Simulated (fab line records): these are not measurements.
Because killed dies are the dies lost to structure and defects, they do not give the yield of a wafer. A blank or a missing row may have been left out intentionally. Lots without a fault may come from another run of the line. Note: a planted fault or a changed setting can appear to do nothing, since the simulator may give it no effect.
fab line records	flow n5Finfet
record: lots: 4	wafers: 12	lastDay: 17
route steps=1938 shown BEOL_M1@767 BEOL_M4@1111
lots that met no fault: from a run of the same line without faults
startH: start of the lot's first displayed wafer, in hours after the record's first day	waitH: time in hours since the lot's previous step	" identical to the entry in the row above	L1.1+2: one row covering several wafers at once	- no value present, or no start provided	* or withheld: withheld	< > ~ a bound
route shown NAME@n: NAME is a module with steps in the file, n the number in the route of the first one	usual: the fault-free wafers' mean and standard deviation	same: alike in all rows	chamber/n: place in a boat	sites: readings site by site	_std_site: their standard deviation	_edge_site: inner sites' mean taken away from outer sites' mean	radiusMm: how far each site lies from the wafer's centre	mask NAME#n: copy n	behind: tool/chamber where the wafer was last shaped	hold: why the lot was held/for how many hours/how that ended	device: transistor that didn't switch, given as n, p or np	end of line: the same wafers' tests at the end of the route	a step with no rows: only its recipe	killed: count of dies lost to structure and defects at first sort (not the wafer's yield)	map: a wafer's dies, marking killed ones x, the rest . and places with no die _
set.NAME: the setting the step ran with; set.NAME@STEP: the setting that earlier step ran with	model.NAME: the simulator's own value behind a step, which no gauge read
lots seen at some steps along the route; tables by step, rows by wafer
services: the hour from which a tool's chamber was out of use, counted from the record's first day as startH (under 0 if before that day), plus the number of hours and why
== steps ==
step: N5_BEOL_M1_DESCUM_16
recipe: chemistry: O2	timeS: 7	sourcePowerW: 50	biasPowerW: 20	pressureMtorr: 20	rfFrequencyHz: 2.712e+07	tempC: 40	resist: CAR-EUV	o2FlowSccm: 225
step: N5_BEOL_M1_ETCH_74
recipe: chemistry: N2/H2	target: underlayer	targetDepthA: 65	maskMaterial: CAR-EUV	timeS: 5.2	ionEnergyEv: 200	pressureMtorr: 30	sourceW: 840	biasW: 150	n2FlowSccm: 200	h2FlowSccm: 200	ends: cleared
step: N5_BEOL_M1_ETCH_63
recipe: chemistry: CF4	target: SiARC	targetDepthA: 156	maskMaterial: CAR-EUV	timeS: 26	ionEnergyEv: 80	pressureMtorr: 40	sourceW: 545	biasW: 36	Ar_flow_sccm: 100	cf4FlowSccm: 100	ends: cleared
step: N5_BEOL_M1_ETCH_64
recipe: chemistry: N2/H2	target: SOC	targetDepthA: 750	overetchA: 150	maskMaterial: SiARC	tempC: 40	timeS: 112.5	ionEnergyEv: 200	pressureMtorr: 30	sourceW: 840	biasW: 150	n2FlowSccm: 200	h2FlowSccm: 200
step: N5_BEOL_M1_STRIP_65
recipe: chemistry: N2/H2	tempC: 40	n2FlowSccm: 200	h2FlowSccm: 200	rfFrequencyHz: 6e+07
step: N5_BEOL_M1_STRIP_75
recipe: chemistry: N2/H2	tempC: 40	n2FlowSccm: 200	h2FlowSccm: 200	rfFrequencyHz: 6e+07
step: N5_BEOL_M1_STRIP_66
recipe: chemistry: CF4	resist: SiARC	powerW: 300	biasPowerW: 75	pressureMtorr: 50	cf4FlowSccm: 150	rfFrequencyHz: 6e+07
step: N5_BEOL_M1_HM_OPEN_17
recipe: chemistry: Cl2/BCl3	targetDepthA: 200	overetchA: 60	target: TiN	maskMaterial: SOC	ionEnergyEv: 150	pressureMtorr: 10	icpW: 1000	biasW: 126	Cl2_flow_sccm: 53.25	bcl3FlowSccm: 21.75	Ar_flow_sccm: 25
step: N5_BEOL_M1_STRIP_19
recipe: chemistry: O2	powerW: 400	tempC: 40	pressureMtorr: 30	rfFrequencyHz: 6e+07	biasPowerW: 0	overashFraction: 0.2	o2FlowSccm: 225
step: N5_BEOL_M1_COAT_67
recipe: resist: SOC	tempC: 250	timeS: 60	spinRpm: 1500	resistThkNm: 60
step: N5_BEOL_M1_COAT_68
recipe: resist: SiARC	tempC: 220	timeS: 60	spinRpm: 1500	resistThkNm: 12
step: N5_BEOL_M1_COAT_76
recipe: resist: underlayer	tempC: 205	timeS: 60	spinRpm: 1500	resistThkNm: 5
usual: resistLineTempC: 23.00/0.091	spinSpeedRpm: 1500.0/0.99
lot.wafer	tool	chamber	startH	waitH	resistLineTempC	spinSpeedRpm
L611.1	lithoTrack-03	0	144.90	-	22.98	1687.8
L611.3	"	0	"	"	23.02	1688.0
L611.6	"	0	"	"	22.90	1688.6
L615.1	lithoTrack-03	0	167.71	-	23.06	1688.1
L615.4	"	0	"	"	22.94	1688.2
L615.6	"	0	"	"	22.97	1688.8
L627.4	lithoTrack-03	0	239.38	-	22.95	1500.6
L627.5	"	0	"	"	23.03	1502.2
L627.6	"	0	"	"	23.01	1500.8
L629.1	lithoTrack-03	0	252.77	-	23.00	1500.1
L629.2	"	0	"	"	22.96	1501.6
L629.6	"	0	"	"	22.92	1501.1
step: N5_BEOL_M1_COAT_22
recipe: resist: CAR-EUV	spinRpm: 1500	resistThkNm: 30
step: N5_BEOL_M1_EBR_24
recipe: solvent: PGMEA	ebrWidthMm: 1.5
step: N5_BEOL_M1_SOFTBAKE_23
recipe: tempC: 110	timeS: 60	resist: CAR-EUV
step: N5_BEOL_M1_EXPOSE_25
recipe: maskId: V0	na: 0.33	sourceShape: quasar	sigmaInner: 0.2	sigmaOuter: 0.8	polarization: unpolarized	defocusNm: 5	targetCdNm: 24	doseMj: 63
step: N5_BEOL_M1_PEB_26
recipe: pebTempC: 100	pebTimeS: 60	resist: CAR-EUV
step: N5_BEOL_M1_DEVELOP_27
recipe: developTimeS: 30	developer: TMAH	resist: CAR-EUV	rinseLiquid: surfactantRinse	dry: airSpin	devTempC: 23
step: N5_BEOL_M1_DESCUM_33
recipe: chemistry: O2	timeS: 7	sourcePowerW: 50	biasPowerW: 20	pressureMtorr: 20	rfFrequencyHz: 2.712e+07	tempC: 40	resist: CAR-EUV	o2FlowSccm: 225
step: N5_BEOL_M1_ETCH_77
recipe: chemistry: N2/H2	target: underlayer	targetDepthA: 65	maskMaterial: CAR-EUV	timeS: 5.2	ionEnergyEv: 200	pressureMtorr: 30	sourceW: 840	biasW: 150	n2FlowSccm: 200	h2FlowSccm: 200	ends: cleared
usual: drypumpMotorCurrentA: 5.8/0.53	etchRfOnTimeS: 5.17/0.066	oesProductAu: 0.67/0.067	rfVppV: 525.6/2.2	showerheadPlenumPTorr: 2.61/0.075	throttleValvePct: 17.75/0.24
lot.wafer	tool	chamber	startH	waitH	drypumpMotorCurrentA	etchRfOnTimeS	oesProductAu	rfHoursCounterH	rfVppV	showerheadPlenumPTorr	throttleValvePct	model.CAR-EUV_of_BEOL_M1_COAT_22.thkNm	model.etch.depthNm
L611.1	rieDiel-01	3	145.46	0.0	5.8	4.85	0.75	50	519.6	2.48	17.60	20.8	4.711
L611.3	"	0	"	"	6.7	4.91	0.64	158	525.7	2.64	17.73	20.8	4.718
L611.6	"	3	"	"	5.7	4.84	0.73	-	522.0	2.48	17.60	20.8	4.728
L615.1	rieDiel-01	2	168.27	0.0	5.4	4.85	0.59	229	524.6	2.62	18.04	20.8	4.724
L615.4	"	3	"	"	5.8	4.88	0.74	57	519.1	2.48	17.60	20.8	4.716
L615.6	"	3	"	"	5.7	4.85	0.73	-	521.5	2.48	17.58	20.8	4.724
L627.4	rieDiel-06	3	239.94	0.0	6.2	5.14	0.76	-	523.7	2.59	17.27	20.2	5.012
L627.5	"	2	"	"	6.4	5.24	0.60	-	520.8	2.41	18.41	20.4	4.996
L627.6	"	0	"	"	5.0	5.16	0.72	-	526.2	2.68	17.52	20.4	5.003
L629.1	rieDiel-01	0	253.34	0.0	6.7	5.26	0.62	190	527.0	2.63	17.77	20.6	4.994
L629.2	"	1	"	"	5.0	5.12	0.72	55	528.0	2.70	17.70	20.4	4.993
L629.6	"	1	"	"	5.0	5.14	0.72	-	528.3	2.70	17.67	20.4	5.005
step: N5_BEOL_M1_ETCH_69
recipe: chemistry: CF4	target: SiARC	targetDepthA: 156	maskMaterial: CAR-EUV	timeS: 26	ionEnergyEv: 80	pressureMtorr: 40	sourceW: 545	biasW: 36	Ar_flow_sccm: 100	cf4FlowSccm: 100	ends: cleared
step: N5_BEOL_M1_ALD_98
recipe: material: SiO2	targetThkA: 25	tempC: 100	aldPrecursorFamily: BDEAS	aldCoReactant: O2-plasma	pulseTimeS: 1	coReactantPulseTimeS: 1	purgeTimeS: 2	coReactantPurgeTimeS: 2	aldCycles: 17	pressureTorr: 2
step: N5_BEOL_M1_ETCHBACK_99
recipe: chemistry: CHF3	target: SiO2	targetDepthA: 50	timeS: 10.4	sourceW: 215	biasW: 47	Ar_flow_sccm: 200	CHF3_flow_sccm: 12	ionEnergyEv: 100	pressureMtorr: 30
usual: drypumpMotorCurrentA: 5.8/0.47	oes_f_703_au: 0.79/0.08	oesProductAu: 0.79/0.083	rfVppV: 241.5/2.2	showerheadPlenumPTorr: 2.20/0.061	throttleValvePct: 16.98/0.26
lot.wafer	tool	chamber	startH	waitH	drypumpMotorCurrentA	oes_f_703_au	oesProductAu	rfHoursCounterH	rfVppV	showerheadPlenumPTorr	throttleValvePct	model.CAR-EUV_of_BEOL_M1_COAT_22.thkNm
L611.1	rieDiel-01	3	147.08	1.5	5.7	0.84	0.86	50	241.0	2.09	16.78	10.8
L611.3	"	1	"	"	5.0	0.92	0.90	21	236.7	2.28	16.86	10.8
L611.6	"	0	"	"	6.7	0.76	0.77	-	241.5	2.24	16.99	10.8
L615.1	rieDiel-06	1	171.83	3.4	5.9	0.93	0.94	12	244.6	2.20	16.79	10.8
L615.4	"	0	"	"	5.0	0.87	0.87	46	238.5	2.28	16.84	10.8
L615.6	"	3	"	"	6.2	0.92	0.93	-	241.7	2.19	16.42	10.8
L627.4	rieDiel-01	1	243.22	3.1	5.0	0.86	0.85	52	236.8	2.27	16.91	10.4
L627.5	"	2	"	"	5.4	0.69	0.68	-	243.6	2.21	17.25	10.4
L627.6	"	3	"	"	5.7	0.81	0.83	-	240.8	2.08	16.84	10.4
L629.1	rieDiel-03	0	261.92	7.1	5.3	0.71	0.70	200	243.1	2.22	16.83	10.6
L629.2	"	1	"	"	5.9	0.72	0.72	215	243.8	2.22	17.25	10.4
L629.6	"	0	"	"	5.3	0.71	0.71	-	243.3	2.22	16.80	10.4
step: N5_BEOL_M1_ETCH_70
recipe: chemistry: N2/H2	target: SOC	targetDepthA: 800	overetchA: 160	maskMaterial: SiARC	tempC: 40	timeS: 120	ionEnergyEv: 200	pressureMtorr: 30	sourceW: 840	biasW: 150	n2FlowSccm: 200	h2FlowSccm: 200
step: N5_BEOL_M4_RC_MEAS_101
usual: DIBL_N: 36.2/1.5	DIBL_P: 36.2/1.7	IOFF_N: 0.155/0.021	IOFF_P: 0.216/0.026	ION_N: 674/11	ION_P: 464/6.8	SS_N: 71.5/0.56	SS_P: 73.3/0.6	VT_N: 250.2/2.6	VT_P: -249.3/2.5
lot.wafer	tool	chamber	startH	waitH	DIBL_N[mV/V]	DIBL_P[mV/V]	IOFF_N[nA/um]	IOFF_P[nA/um]	ION_N[uA/um]	ION_P[uA/um]	SS_N[mV/dec]	SS_P[mV/dec]	VT_N[mV]	VT_P[mV]
L611.1	prober-01	0	191.48	0.0	38.2	34.9	0.155	0.214	663	456	71.4	74.2	249.4	-250.2
L611.3	"	0	"	"	35.5	31.8	0.117	0.169	654	459	71.1	72.5	253.6	-252.4
L611.6	"	0	"	"	38.1	35.2	0.160	0.216	666	451	71.8	74.7	250.1	-249.4
L615.1	prober-02	0	209.87	0.0	35.4	36.4	0.140	0.201	676	464	71.4	73.3	253.5	-254.5
L615.4	"	0	"	"	35.7	37.3	0.146	0.216	665	460	72.3	74.0	252.0	-251.0
L615.6	"	0	"	"	36.7	38.0	0.153	0.233	672	462	71.4	73.1	252.1	-249.7
L627.4	prober-02	0	287.35	0.5	39.7	39.5	0.182	0.252	695	472	72.2	73.4	248.7	-245.1
L627.5	"	0	"	"	38.2	37.4	0.161	0.227	682	467	71.3	72.9	249.1	-249.9
L627.6	"	0	"	"	39.7	39.3	0.189	0.250	684	464	71.7	73.0	247.3	-247.4
L629.1	prober-01	0	308.89	0.0	34.9	35.6	0.152	0.194	680	460	71.5	74.0	252.0	-250.5
L629.2	"	0	"	"	36.5	35.7	0.163	0.209	665	458	71.3	73.4	249.4	-249.4
L629.6	"	0	"	"	34.9	35.9	0.151	0.200	686	470	70.7	73.7	250.2	-252.1
== services ==
tool	chamber	startH	hours	kind
rieDiel-03	0	139.33	1.5	repair
rieDiel-01	2	145.18	8.5	repair
rieDiel-01	3	163.44	4.6	repair
rieDiel-06	2	178.70	3.8	repair
rieDiel-01	0	184.02	9.1	repair
rieDiel-01	2	185.47	12.7	repair
rieDiel-03	3	194.87	4.1	repair
rieDiel-03	3	202.36	63.7	repair
rieDiel-06	1	228.58	18.5	repair
rieDiel-01	2	252.57	-	clean
rieDiel-01	2	252.57	-	consumableReplace:focusRing
rieDiel-01	2	252.57	22.7	scheduledDown
rieDiel-01	2	252.57	22.7	ventCycle
== key ==
firstSign: step: N5_BEOL_M1_COAT_76	reading: spinSpeedRpm	direction: up	sigmas: 99+	usual: *	struck: *
effect: step: N5_BEOL_M1_ETCH_77	reading: etchRfOnTimeS	direction: down	sigmas: 4.7	usual: *	struck: *
modelEffect: step: N5_BEOL_M1_ETCH_77	value: CAR-EUV_of_BEOL_M1_COAT_22.thkNm	without: 20.4	struck: 20.8
modelEffect: step: N5_BEOL_M1_ETCHBACK_99	value: CAR-EUV_of_BEOL_M1_COAT_22.thkNm	without: 10.5	struck: 10.8
metAt N5_BEOL_M1_COAT_76
struckWafers L611.1,L611.3,L611.6,L615.1,L615.4,L615.6
fault: kind: processParameterDrift	tool: lithoTrack-03	chamber: -	onsetH: 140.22	steps: N5_BEOL_M1_COAT_76	channel: spinRpm	offset: *	shape: step	endH: 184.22	actsIn: *	stated: *
